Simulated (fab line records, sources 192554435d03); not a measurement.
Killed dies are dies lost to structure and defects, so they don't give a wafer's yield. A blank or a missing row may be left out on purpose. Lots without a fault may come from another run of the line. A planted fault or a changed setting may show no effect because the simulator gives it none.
Chamber matching | flow n5_finfet | N5_DUMMY_GATE_ETCH_36 on rie_diel-03: 4 sister chambers
The step etches SiARC in CF4, target depth 13 nm. 8 wafers are shown with their chamber, then 8 later ones without.

WAFERS WITH THEIR CHAMBER
wafer  | chamber | showerhead_plenum_p_Torr (Torr) | throttle_valve_pct (%)
L087.4 | 2       | 2.19                            | 15.48
L088.1 | 3       | 2.17                            | 15.76
L088.2 | 0       | 2.09                            | 15.62
L088.3 | 2       | 2.19                            | 15.48
L092.1 | 1       | 2.12                            | 15.62
L092.4 | 3       | 2.16                            | 15.79
L092.5 | 1       | 2.12                            | 15.63
L094.1 | 0       | 2.09                            | 15.08

WAFERS WITHOUT THEIR CHAMBER
wafer  | showerhead_plenum_p_Torr (Torr) | throttle_valve_pct (%)
L094.4 | 2.18                            | 15.51
L094.5 | 2.18                            | 15.49
L095.1 | 2.11                            | 15.65
L095.3 | 2.16                            | 15.79
L095.5 | 2.18                            | 15.48
L097.2 | 2.09                            | 15.11
L097.3 | 2.16                            | 15.83
L097.5 | 2.18                            | 15.51

WHICH CHAMBER EACH WENT THROUGH
wafer  | from the rows above     | in truth
L094.4 | can't be placed: 2 or 3 | 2
L094.5 | can't be placed: 2 or 3 | 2
L095.1 | 1                       | 1
L095.3 | 3                       | 3
L095.5 | can't be placed: 2 or 3 | 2
L097.2 | 0                       | 0
L097.3 | 3                       | 3
L097.5 | can't be placed: 2 or 3 | 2
Placed correctly: 4 of 8. Can't be placed from these rows: 4 (the true chamber is among the candidates in 4). Placed wrongly: 0.
How it was worked out, from the rows above alone: a wafer's distance from a chamber is the root of the sum, over the readings, of the square of ((its reading less the chamber's mean) divided by the reading's scatter). The wafer belongs to the nearest chamber; if the next one is less than 2 further off, it can't be placed. A chamber's mean is the mean of its shown wafers. The scatter: the root of (the sum of the squares of (reading less its chamber's mean) over the shown wafers, divided by (wafers less chambers)).
